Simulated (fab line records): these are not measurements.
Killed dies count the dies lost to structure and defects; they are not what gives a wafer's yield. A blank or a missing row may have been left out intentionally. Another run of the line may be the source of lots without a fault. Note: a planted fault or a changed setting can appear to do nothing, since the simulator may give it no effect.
Chamber matching / flow n5Finfet / N5_BEOL_M8_VIA_ETCH_34 on rieDiel-06 has 4 sister chambers
The step etches SiCOH lowk in C4F6/O2, target depth 125.5 nm, time 50.5 s. 4 wafers are shown with their chamber, then 9 later ones without.

## EACH WAFER AND ITS CHAMBER
wafer=L085.5; chamber=3; rfVppV (V)=653
wafer=L086.1; chamber=1; rfVppV (V)=669
wafer=L086.2; chamber=2; rfVppV (V)=669
wafer=L086.5; chamber=0; rfVppV (V)=680

## WAFERS MISSING THEIR CHAMBER
wafer=L087.3; rfVppV (V)=680
wafer=L087.4; rfVppV (V)=669
wafer=L087.6; rfVppV (V)=668
wafer=L091.1; rfVppV (V)=669
wafer=L091.3; rfVppV (V)=652
wafer=L091.4; rfVppV (V)=679
wafer=L096.2; rfVppV (V)=671
wafer=L096.3; rfVppV (V)=669
wafer=L096.4; rfVppV (V)=653

## WHICH CHAMBER EACH WENT THROUGH
wafer=L087.3; from the rows above=0; in truth=0
wafer=L087.4; from the rows above=can't be placed: 1 or 2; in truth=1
wafer=L087.6; from the rows above=can't be placed: 1 or 2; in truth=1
wafer=L091.1; from the rows above=can't be placed: 1 or 2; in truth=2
wafer=L091.3; from the rows above=3; in truth=3
wafer=L091.4; from the rows above=0; in truth=0
wafer=L096.2; from the rows above=can't be placed: 1 or 2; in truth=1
wafer=L096.3; from the rows above=can't be placed: 1 or 2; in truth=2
wafer=L096.4; from the rows above=3; in truth=3
Correctly placed: 4 of 9. Not placeable from these rows: 5 (in 5, the candidates include the true chamber). 0 placed wrongly.
How it was worked out, from the rows above alone: a wafer's distance from a chamber is the root of the sum, over the readings, of the square of ((its reading less the chamber's mean) divided by the reading's scatter). The wafer belongs to the nearest chamber; if the next one is less than 2 further off, it can't be placed. Each chamber's mean is taken over the wafers shown for it. The scatter: with one shown wafer a chamber, the root of the mean of the squares of how far each hidden wafer lies from its nearest shown one.
